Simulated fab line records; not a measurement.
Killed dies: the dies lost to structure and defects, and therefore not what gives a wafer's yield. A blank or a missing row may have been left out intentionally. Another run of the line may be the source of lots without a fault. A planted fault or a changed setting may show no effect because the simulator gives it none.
fab line records + flow nand-harc
[record]
- lots = 11
- wafers = 33
- last-day = 33
route steps=1302 shown A_M0@1151 END@1302
lots that met no fault: from a run of the same line without faults
start-h: hours from the record's first day to the start of the lot's first wafer shown + wait-h: hours from the lot's prior step to this one + " repeats the value in the row above + L1.1+2: one row covering several wafers at once + - no value, or no start was given + * or withheld: withheld + < > ~ a bound
route shown NAME@n: a module of which the file shows steps, and the number in the route of the first + usual: mean and standard deviation over wafers with no fault + same: alike in all rows + chamber/n: place in a boat + sites: the reading at each site + _std_site: the values' standard deviation + _edge_site: inner sites' mean taken away from outer sites' mean + radius-mm: for every site, how far away it sits from the centre of the wafer + mask NAME#n: copy n + behind: the last tool/chamber to shape the wafer + hold: what put the lot on hold/how long, in hours/how the hold closed + device: names the non-switching transistor (n, p or np) + end of line: tests of these same wafers at the route's end + for a step that has no rows: nothing shown but its recipe + killed: the dies lost at the first sort to structure and to defects; this is not the yield of the wafer + map: the dies of a wafer, with x for killed, . for not killed, _ for no die there
set.NAME: the run value of the setting; set.NAME@STEP: its run value at that earlier step + model.NAME: the simulator's own value behind a step, which no gauge read
a sample of lots followed through the steps of the route, with each step as a table and each wafer as a row
services: when a tool's chamber went out of use (start-h, in hours from the record's first day, below 0 if earlier), for how many hours, and the reason
[[steps]]
[step NHARC_A_M0_ETCH_34]
[recipe]
- target-depth-a = 400
- overetch-a = 120
- time-s = 43.94
- ion-energy-ev = 200
- n2-flow-sccm = 150
- h2-flow-sccm = 150
- ar-flow-sccm = 0
- rf-w = 400
- bias-w = 150
- chemistry = N2/H2
[usual]
- drypump-motor-current-A = 5.8/0.52
- n2-flow-sccm = 149.9/0.5
- oes-product-au = 1.002/0.0094
- rf-vpp-V = 430.4/1.9
- run-length-s = 65.3/0.51
- showerhead-plenum-p-Torr = 2.03/0.064
- throttle-valve-pct = 14.171/0.0088
| lot.wafer | tool        | chamber | start-h | wait-h | drypump-motor-current-A | n2-flow-sccm | oes-product-au | rf-hours-counter-h | rf-vpp-V | run-length-s | showerhead-plenum-p-Torr | throttle-valve-pct |
|-----------|-------------|---------|---------|--------|-------------------------|--------------|----------------|--------------------|----------|--------------|--------------------------|--------------------|
| L596.3    | rie-diel-03 | 2       | 547.33  | 0.1    | 5.2                     | 149.1        | 1.013          | 3.8                | 430.0    | 65.0         | 2.02                     | 14.180             |
| L596.1    | "           | 3       | "       | "      | 6.4                     | 149.3        | 1.001          | 3.7                | 429.1    | 64.4         | 2.01                     | 14.171             |
| L596.4    | "           | 1       | "       | "      | 6.1                     | 149.1        | 1.011          | 3.9                | 427.3    | 64.5         | 1.93                     | 14.153             |
| L599.2    | rie-diel-05 | 1       | 563.66  | 0.1    | 5.1                     | 149.8        | 1.007          | 11.1               | 432.3    | 65.3         | 2.07                     | 14.152             |
| L599.6    | "           | 0       | "       | "      | 5.0                     | 150.2        | 0.985          | -                  | 432.9    | 65.6         | 2.13                     | 14.156             |
| L599.5    | "           | 1       | "       | "      | 5.1                     | 149.5        | 1.010          | -                  | 431.5    | 65.2         | 2.07                     | 14.170             |
| L597.2    | rie-diel-03 | 3       | 570.25  | 0.1    | 6.4                     | 150.3        | 1.005          | 4.9                | 429.5    | 64.7         | 2.01                     | 14.181             |
| L597.3    | "           | 0       | "       | "      | 6.7                     | 149.6        | 1.005          | 5.0                | 432.6    | 65.8         | 2.06                     | 14.163             |
| L597.6    | "           | 1       | "       | "      | 6.1                     | 150.0        | 1.002          | -                  | 428.8    | 64.3         | 1.93                     | 14.166             |
| L600.3    | rie-diel-07 | 0       | 587.68  | 0.1    | 5.8                     | 149.8        | 0.994          | 6.0                | 429.5    | 66.2         | 2.04                     | 14.175             |
| L600.2    | "           | 2       | "       | "      | 6.1                     | 150.0        | 0.999          | 4.8                | 431.6    | 65.6         | 2.09                     | 14.178             |
| L600.6    | "           | 3       | "       | "      | 5.8                     | 148.9        | 1.006          | -                  | 431.0    | 65.0         | 2.01                     | 14.149             |
| L608.4    | rie-diel-07 | 2       | 661.84  | 0.1    | 6.1                     | 150.3        | 0.999          | 0.1                | 431.7    | 55.6         | 2.09                     | 14.173             |
| L608.2    | "           | 0       | "       | "      | 5.8                     | 149.8        | 1.003          | 0.1                | 430.2    | 66.1         | 2.03                     | 14.158             |
| L608.5    | "           | 1       | "       | "      | 5.5                     | 149.6        | 1.004          | -                  | 426.9    | 64.7         | 1.94                     | 14.184             |
| L609.2    | rie-diel-07 | 0       | 670.12  | 0.1    | 5.8                     | 150.7        | 1.013          | 0.9                | 430.7    | 65.9         | 2.03                     | 14.182             |
| L609.4    | "           | 1       | "       | "      | 5.5                     | 149.5        | 1.006          | 0.7                | 430.2    | 54.9         | 1.94                     | 14.167             |
| L609.1    | "           | 2       | "       | "      | 6.1                     | 149.2        | 1.012          | 0.7                | 430.6    | 66.3         | 2.09                     | 14.162             |
| L611.2    | rie-diel-05 | 1       | 675.02  | 0.1    | 5.1                     | 150.2        | 1.007          | 5.2                | 431.1    | 65.3         | 2.07                     | 14.175             |
| L611.1    | "           | 3       | "       | "      | 6.3                     | 151.1        | 0.995          | 6.1                | 429.0    | 66.2         | 1.94                     | 14.184             |
| L611.3    | "           | 0       | "       | "      | 5.0                     | 150.8        | 0.992          | 5.9                | 433.1    | 65.6         | 2.13                     | 14.176             |
| L612.1    | rie-diel-05 | 3       | 696.46  | 0.1    | 6.3                     | 150.5        | 0.999          | 6.5                | 427.9    | 65.9         | 1.94                     | 14.177             |
| L612.6    | "           | 2       | "       | "      | 6.5                     | 150.6        | 1.017          | -                  | 431.9    | 65.2         | 2.12                     | 14.185             |
| L612.5    | "           | 3       | "       | "      | 6.2                     | 150.4        | 1.001          | -                  | 426.3    | 65.4         | 1.94                     | 14.182             |
| L617.2    | rie-diel-05 | 2       | 734.95  | 0.1    | 6.5                     | 149.7        | 1.008          | 5.9                | 433.4    | 65.3         | 2.11                     | 14.157             |
| L617.1    | "           | 3       | "       | "      | 6.3                     | 149.7        | 0.991          | 7.5                | 426.8    | 65.6         | 1.94                     | 14.179             |
| L617.3    | "           | 1       | "       | "      | 5.1                     | 150.6        | 0.997          | 7.0                | 431.0    | 65.2         | 2.07                     | 14.166             |
| L618.2    | rie-diel-07 | 2       | 758.82  | 0.1    | 6.1                     | 149.5        | 1.008          | 5.0                | 431.4    | 66.2         | 2.09                     | 14.177             |
| L618.1    | "           | 3       | "       | "      | 5.8                     | 149.9        | 1.010          | 4.9                | 432.1    | 65.6         | 2.01                     | 14.176             |
| L618.4    | "           | 0       | "       | "      | 5.8                     | 150.1        | 0.987          | 4.6                | 431.3    | 65.5         | 2.03                     | 14.165             |
| L619.2    | rie-diel-05 | 2       | 759.40  | 0.1    | 6.5                     | 149.4        | 1.012          | 7.6                | 432.6    | 65.2         | 2.11                     | 14.181             |
| L619.4    | "           | 0       | "       | "      | 5.0                     | 150.5        | 0.994          | 9.4                | 432.9    | 65.1         | 2.13                     | 14.176             |
| L619.6    | "           | 3       | "       | "      | 6.2                     | 150.7        | 1.003          | -                  | 430.1    | 65.4         | 1.94                     | 14.174             |
[step NHARC_A_M0_ETCH_15]
[recipe]
- target-depth-a = 1500
- overetch-a = 150
- time-s = 82.5
- c4f8-flow-sccm = withheld
- ar-flow-sccm = 400
- rf-w = 600
- bias-w = 300
- chemistry = C4F8/Ar
[usual]
- oes-product-au = 0.949/0.024
- rf-vpp-V = 440.6/2
- run-length-s = 103.9/0.53
[same]
- time-s = 82.5
| lot.wafer | tool        | chamber | start-h | wait-h | oes-product-au | rf-hours-counter-h | rf-vpp-V | run-length-s |
|-----------|-------------|---------|---------|--------|----------------|--------------------|----------|--------------|
| L596.4    | rie-diel-03 | 1       | -       | -      | 0.913          | 3.9                | 438.0    | 103.3        |
| L596.3    | "           | 3       | "       | "      | 0.921          | 3.8                | 441.1    | 103.0        |
| L596.1    | "           | 0       | "       | "      | 0.913          | 3.8                | 441.9    | 104.2        |
| L599.2    | rie-diel-05 | 3       | -       | -      | 0.945          | 9.0                | 436.7    | 103.9        |
| L599.6    | "           | 1       | "       | "      | 0.968          | -                  | 440.7    | 104.2        |
| L599.5    | "           | 2       | "       | "      | 0.956          | -                  | 443.3    | 104.2        |
| L597.3    | rie-diel-03 | 0       | -       | -      | 0.928          | 5.0                | 442.6    | 104.9        |
| L597.2    | "           | 1       | "       | "      | 0.915          | 4.7                | 436.4    | 102.8        |
| L597.6    | "           | 0       | "       | "      | 0.922          | -                  | 442.1    | 104.3        |
| L600.2    | rie-diel-07 | 0       | -       | -      | 0.924          | 6.0                | 440.3    | 104.2        |
| L600.3    | "           | 2       | "       | "      | 0.909          | 4.8                | 441.3    | 104.9        |
| L600.6    | "           | 0       | "       | "      | 0.928          | -                  | 439.5    | 104.3        |
| L608.4    | rie-diel-07 | 3       | -       | -      | 0.982          | 0.1                | 440.4    | 103.4        |
| L608.2    | "           | 1       | "       | "      | 0.971          | 0.1                | 438.2    | 103.4        |
| L608.5    | "           | 2       | "       | "      | 0.962          | -                  | 442.9    | 104.2        |
| L609.2    | rie-diel-07 | 0       | -       | -      | 0.982          | 0.9                | 439.9    | 104.6        |
| L609.1    | "           | 1       | "       | "      | 0.965          | 0.7                | 439.0    | 103.2        |
| L609.4    | "           | 3       | "       | "      | 1.001          | 0.9                | 440.8    | 103.6        |
| L611.2    | rie-diel-05 | 2       | -       | -      | 0.988          | 4.5                | 443.0    | 104.1        |
| L611.3    | "           | 3       | "       | "      | 0.956          | 6.1                | 437.4    | 103.9        |
| L611.1    | "           | 1       | "       | "      | 0.979          | 5.2                | 441.1    | 104.0        |
| L612.1    | rie-diel-05 | 0       | -       | -      | 0.915          | 6.3                | 444.7    | 104.3        |
| L612.6    | "           | 0       | "       | "      | 0.911          | -                  | 442.5    | 104.0        |
| L612.5    | "           | 1       | "       | "      | 0.933          | -                  | 442.4    | 103.8        |
| L617.3    | rie-diel-05 | 3       | -       | -      | 0.933          | 7.6                | 438.6    | 104.2        |
| L617.2    | "           | 0       | "       | "      | 0.910          | 7.8                | 444.4    | 104.2        |
| L617.1    | "           | 1       | "       | "      | 0.926          | 7.0                | 442.9    | 104.3        |
| L618.4    | rie-diel-07 | 0       | -       | -      | 0.918          | 4.7                | 439.3    | 104.7        |
| L618.2    | "           | 1       | "       | "      | 0.930          | 4.7                | 437.1    | 103.5        |
| L618.1    | "           | 2       | "       | "      | 0.927          | 5.0                | 442.3    | 104.4        |
| L619.4    | rie-diel-05 | 0       | -       | -      | 0.967          | 9.4                | 443.0    | 103.9        |
| L619.2    | "           | 2       | "       | "      | 0.974          | 7.7                | 442.9    | 103.9        |
| L619.6    | "           | 3       | "       | "      | 0.974          | -                  | 437.3    | 103.9        |
[step NHARC_A_M0_CD_MEAS_16]
[usual]
- cd-nm = 80.1/1
| lot.wafer | tool      | chamber | start-h | wait-h | cd-nm |
|-----------|-----------|---------|---------|--------|-------|
| L596.1    | cd-sem-01 | -       | 547.54  | -      | 79.2  |
| L596.3    | "         | -       | "       | "      | 80.0  |
| L596.4    | "         | -       | "       | "      | 80.6  |
| L599.2    | cd-sem-03 | -       | 563.88  | -      | 80.2  |
| L599.5    | "         | -       | "       | "      | 80.2  |
| L599.6    | "         | -       | "       | "      | 80.9  |
| L597.2    | cd-sem-03 | -       | 570.45  | -      | 81.2  |
| L597.3    | "         | -       | "       | "      | 80.5  |
| L597.6    | "         | -       | "       | "      | 81.4  |
| L600.2    | cd-sem-01 | -       | 587.89  | -      | 79.9  |
| L600.3    | "         | -       | "       | "      | 79.8  |
| L600.6    | "         | -       | "       | "      | 80.1  |
| L608.2    | cd-sem-02 | -       | 662.05  | -      | 81.5  |
| L608.4    | "         | -       | "       | "      | 79.9  |
| L608.5    | "         | -       | "       | "      | 80.1  |
| L609.1    | cd-sem-02 | -       | 670.33  | -      | 78.9  |
| L609.2    | "         | -       | "       | "      | 80.9  |
| L609.4    | "         | -       | "       | "      | 79.8  |
| L611.1    | cd-sem-01 | -       | 675.24  | -      | 78.9  |
| L611.2    | "         | -       | "       | "      | 78.7  |
| L611.3    | "         | -       | "       | "      | 79.3  |
| L612.1    | cd-sem-03 | -       | 696.67  | -      | 78.7  |
| L612.5    | "         | -       | "       | "      | 78.3  |
| L612.6    | "         | -       | "       | "      | 78.2  |
| L617.1    | cd-sem-03 | -       | 735.16  | -      | 78.9  |
| L617.2    | "         | -       | "       | "      | 77.2  |
| L617.3    | "         | -       | "       | "      | 78.9  |
| L618.1    | cd-sem-01 | -       | 759.03  | -      | 81.6  |
| L618.2    | "         | -       | "       | "      | 81.4  |
| L618.4    | "         | -       | "       | "      | 80.7  |
| L619.2    | cd-sem-01 | -       | 759.62  | -      | 78.3  |
| L619.4    | "         | -       | "       | "      | 77.9  |
| L619.6    | "         | -       | "       | "      | 78.5  |
[step NHARC_A_M0_STRIP_18]
[recipe]
- power-w = 1000
- n2-flow-sccm = 150
- h2-flow-sccm = 150
- ar-flow-sccm = 0
- bias-w = 0
- chemistry = N2/H2
[usual]
- drypump-motor-current-A = 5.9/0.51
- n2-flow-sccm = 150.0/0.47
- oes-product-au = 1.000/0.0098
- rf-vpp-V = 90.7/0.96
- showerhead-plenum-p-Torr = 2.03/0.061
- throttle-valve-pct = 14.172/0.0089
| lot.wafer | tool        | chamber | start-h | wait-h | drypump-motor-current-A | n2-flow-sccm | oes-product-au | rf-hours-counter-h | rf-vpp-V | showerhead-plenum-p-Torr | throttle-valve-pct |
|-----------|-------------|---------|---------|--------|-------------------------|--------------|----------------|--------------------|----------|--------------------------|--------------------|
| L596.3    | rie-diel-07 | 2       | 547.62  | 0.1    | 6.1                     | 151.1        | 0.986          | 2.6                | 90.9     | 2.09                     | 14.182             |
| L596.4    | "           | 3       | "       | "      | 5.8                     | 150.0        | 1.011          | 2.8                | 91.8     | 2.01                     | 14.159             |
| L596.1    | "           | 0       | "       | "      | 5.8                     | 149.8        | 0.997          | 3.2                | 92.0     | 2.04                     | 14.185             |
| L599.2    | rie-diel-07 | 0       | 563.95  | 0.1    | 5.9                     | 150.1        | 0.989          | 4.0                | 90.7     | 2.04                     | 14.174             |
| L599.6    | "           | 0       | "       | "      | 5.8                     | 150.7        | 0.993          | -                  | 91.2     | 2.04                     | 14.145             |
| L599.5    | "           | 1       | "       | "      | 5.5                     | 149.8        | 1.000          | -                  | 90.7     | 1.94                     | 14.162             |
| L597.2    | rie-diel-05 | 1       | 570.55  | 0.1    | 5.1                     | 150.9        | 0.998          | 12.4               | 90.2     | 2.07                     | 14.184             |
| L597.3    | "           | 2       | "       | "      | 6.5                     | 149.6        | 1.011          | 11.4               | 91.4     | 2.12                     | 14.164             |
| L597.6    | "           | 0       | "       | "      | 5.0                     | 149.5        | 0.981          | -                  | 92.1     | 2.13                     | 14.178             |
| L600.2    | rie-diel-07 | 3       | 587.96  | 0.1    | 5.8                     | 149.7        | 1.021          | 5.4                | 90.5     | 2.01                     | 14.175             |
| L600.3    | "           | 1       | "       | "      | 5.6                     | 150.0        | 1.011          | 5.5                | 90.8     | 1.94                     | 14.176             |
| L600.6    | "           | 3       | "       | "      | 5.8                     | 150.3        | 1.005          | -                  | 90.1     | 2.01                     | 14.182             |
| L608.2    | rie-diel-03 | 3       | 662.12  | 0.1    | 6.4                     | 149.7        | 0.995          | 1.9                | 90.1     | 2.00                     | 14.163             |
| L608.4    | "           | 1       | "       | "      | 6.1                     | 151.0        | 1.001          | 2.6                | 91.0     | 1.93                     | 14.159             |
| L608.5    | "           | 3       | "       | "      | 6.4                     | 148.8        | 0.995          | -                  | 91.4     | 2.00                     | 14.170             |
| L609.2    | rie-diel-05 | 2       | 670.40  | 0.1    | 6.5                     | 149.5        | 1.011          | 4.3                | 91.3     | 2.12                     | 14.167             |
| L609.1    | "           | 3       | "       | "      | 6.3                     | 149.4        | 1.015          | 5.9                | 89.3     | 1.94                     | 14.170             |
| L609.4    | "           | 0       | "       | "      | 5.0                     | 150.2        | 0.979          | 5.7                | 90.6     | 2.13                     | 14.176             |
| L611.1    | rie-diel-03 | 2       | 675.33  | 0.1    | 5.2                     | 150.0        | 0.986          | 2.9                | 91.8     | 2.02                     | 14.178             |
| L611.2    | "           | 3       | "       | "      | 6.4                     | 149.9        | 1.000          | 2.5                | 89.8     | 2.00                     | 14.169             |
| L611.3    | "           | 0       | "       | "      | 6.8                     | 150.2        | 0.998          | 2.7                | 90.3     | 2.06                     | 14.172             |
| L612.1    | rie-diel-05 | 1       | 696.80  | 0.1    | 5.1                     | 150.0        | 1.009          | 5.6                | 91.9     | 2.07                     | 14.170             |
| L612.5    | "           | 3       | "       | "      | 6.3                     | 149.8        | 1.009          | -                  | 89.6     | 1.94                     | 14.168             |
| L612.6    | "           | 0       | "       | "      | 5.0                     | 150.2        | 0.998          | -                  | 91.9     | 2.13                     | 14.165             |
| L617.2    | rie-diel-07 | 2       | 735.24  | 0.1    | 6.1                     | 150.0        | 0.999          | 3.6                | 91.4     | 2.09                     | 14.165             |
| L617.3    | "           | 3       | "       | "      | 5.8                     | 149.9        | 1.019          | 3.5                | 90.5     | 2.01                     | 14.153             |
| L617.1    | "           | 0       | "       | "      | 5.8                     | 149.8        | 1.005          | 3.6                | 90.9     | 2.03                     | 14.175             |
| L618.4    | rie-diel-03 | 2       | 759.11  | 0.1    | 5.2                     | 151.0        | 1.002          | 6.8                | 88.7     | 2.02                     | 14.171             |
| L618.1    | "           | 3       | "       | "      | 6.4                     | 149.7        | 0.998          | 10.0               | 90.7     | 2.00                     | 14.157             |
| L618.2    | "           | 1       | "       | "      | 6.1                     | 149.9        | 1.002          | 8.4                | 91.1     | 1.93                     | 14.177             |
| L619.2    | rie-diel-07 | 2       | 759.69  | 0.1    | 6.1                     | 149.9        | 1.013          | 5.0                | 89.7     | 2.09                     | 14.184             |
| L619.4    | "           | 3       | "       | "      | 5.8                     | 149.6        | 1.019          | 5.0                | 89.6     | 2.01                     | 14.181             |
| L619.6    | "           | 3       | "       | "      | 5.8                     | 149.6        | 1.010          | -                  | 89.2     | 2.01                     | 14.169             |
[step NHARC_END_SORT_01]
[recipe]
- temp-c = 25
[usual]
- defect-limited-yield = 92.0/2.6
- killed-at-array = 49/18
- killed-at-other = 0.8/1
- killed-at-periphery = 4.2/2.8
- killed-dies = 54/18
- killed-open = 3.0/1.7
- killed-short = 2.5/1.6
- sort_bin_2_pct = 2.8/1.2
- sort_bin_3_pct = 0.6/0.37
- sort_bin_4_pct = 4.6/1.5
- sort-n-pass = 623/18
- sort-rim-yield-pct = 92/4.2
- sort-yield-pct = 92.0/2.6
[same]
- gross-dies = 677
- sort_bin_5_pct[%] = 0
- sort_bin_6_pct[%] = 0
- sort_bin_7_pct[%] = 0
- sort_bin_8_pct[%] = 0
- sort-rim-n-gross = 106.00
| lot.wafer | tool      | chamber | start-h | wait-h | defect-limited-yield[%] | killed-at-array | killed-at-other | killed-at-periphery | killed-dies | killed-open | killed-short | sort_bin_2_pct[%] | sort_bin_3_pct[%] | sort_bin_4_pct[%] | sort-n-pass | sort-rim-yield-pct[%] | sort-yield-pct[%] |
|-----------|-----------|---------|---------|--------|-------------------------|-----------------|-----------------|---------------------|-------------|-------------|--------------|-------------------|-------------------|-------------------|-------------|-----------------------|-------------------|
| L608.2    | prober-02 | 0       | 704.34  | 2.8    | 92.8                    | 47              | 1               | 1                   | 49          | 1           | 3            | 2.1               | 0.6               | 4.6               | 628         | 95                    | 92.8              |
| L608.4    | prober-02 | 0       | 705.95  | 3.4    | 95.7                    | 28              | 0               | 1                   | 29          | 1           | 2            | 1.0               | 0.1               | 3.1               | 648         | 94                    | 95.7              |
| L608.5    | prober-02 | 0       | 706.75  | 3.7    | 94.2                    | 35              | 2               | 2                   | 39          | 1           | 3            | 1.6               | 0                 | 4.1               | 638         | 92                    | 94.2              |
// killed by level:class
L608.2 A_CHANNEL_HOLE_D2:chamber-film-flake=19 A_CHANNEL_HOLE_D1:chamber-film-flake=5 A_STAIRCASE:chamber-film-flake=5 A_SLIT:chamber-film-flake=5 A_CONTACT:chamber-film-flake=5 A_WL_FILL:chamber-film-flake=2 A_M0:chamber-film-flake=2 P_M0:geometric-particle:short=1
L608.4 A_CHANNEL_HOLE_D2:chamber-film-flake=10 A_CONTACT:chamber-film-flake=7 A_STAIRCASE:chamber-film-flake=4 A_SLIT:chamber-film-flake=2 A_ONON_D1:geometric-particle:short=1 A_STAIRCASE:geometric-particle:short=1 A_SGD_CUT:geometric-particle:open=1 P_STI:chamber-film-flake=1
L608.5 A_CHANNEL_HOLE_D2:chamber-film-flake=11 A_CONTACT:chamber-film-flake=6 A_CHANNEL_HOLE_D1:chamber-film-flake=4 A_STAIRCASE:chamber-film-flake=4 A_M0:chamber-film-flake=3 A_DECK1_JOINT:chamber-film-flake=2 A_SLIT:chamber-film-flake=2 THIN_TSV:chamber-film-flake=2
[[services]]
| tool        | chamber | start-h | hours | kind   |
|-------------|---------|---------|-------|--------|
| rie-diel-07 | 0       | 529.25  | -     | clean  |
| rie-diel-07 | 1       | 529.25  | -     | clean  |
| rie-diel-07 | 2       | 529.25  | -     | clean  |
| rie-diel-07 | 3       | 529.25  | -     | clean  |
| rie-diel-05 | 0       | 538.54  | -     | clean  |
| rie-diel-05 | 1       | 538.54  | -     | clean  |
| rie-diel-05 | 2       | 538.54  | -     | clean  |
| rie-diel-05 | 3       | 538.54  | -     | clean  |
| rie-diel-07 | 0       | 553.75  | -     | clean  |
| rie-diel-07 | 1       | 553.75  | -     | clean  |
| rie-diel-07 | 2       | 553.75  | -     | clean  |
| rie-diel-07 | 3       | 553.75  | -     | clean  |
| rie-diel-05 | 0       | 563.04  | -     | clean  |
| rie-diel-05 | 1       | 563.04  | -     | clean  |
| rie-diel-05 | 2       | 563.04  | -     | clean  |
| rie-diel-05 | -       | 583.64  | 9.0   | pm     |
| rie-diel-03 | -       | 635.30  | 9.0   | pm     |
| rie-diel-05 | 2       | 635.47  | 6.6   | repair |
| rie-diel-05 | -       | 636.64  | 0.2   | repair |
| rie-diel-07 | -       | 648.25  | 9.0   | pm     |
| rie-diel-03 | 1       | 669.04  | 20.1  | repair |
| rie-diel-03 | 2       | 680.61  | 12.1  | repair |
| rie-diel-07 | -       | 701.65  | 0.5   | repair |
| rie-diel-07 | 2       | 725.67  | 1.3   | repair |
[[key]]
[first-sign]
- step = NHARC_A_M0_ETCH_34
- reading = run-length-s
- direction = down
- sigmas = 20
- usual = *
- struck = *
effect none on later readings
met-at NHARC_A_M0_ETCH_34
struck-lots L608,L609
struck-wafers L608.4,L609.4
not-acting-at NHARC_A_M0_ETCH_15,NHARC_A_M0_CD_MEAS_16,NHARC_A_M0_STRIP_18
onset-between 587.68 661.84
[fault]
- kind = process-parameter-drift
- tool = rie-diel-07
- chamber = -
- onset-h = 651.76
- steps = NHARC_A_M0_ETCH_34
- channel = time-s
- offset = *
- shape = step
- end-h = 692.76
- scope = struck-wafers-only
- acts-in = *
- stated = *
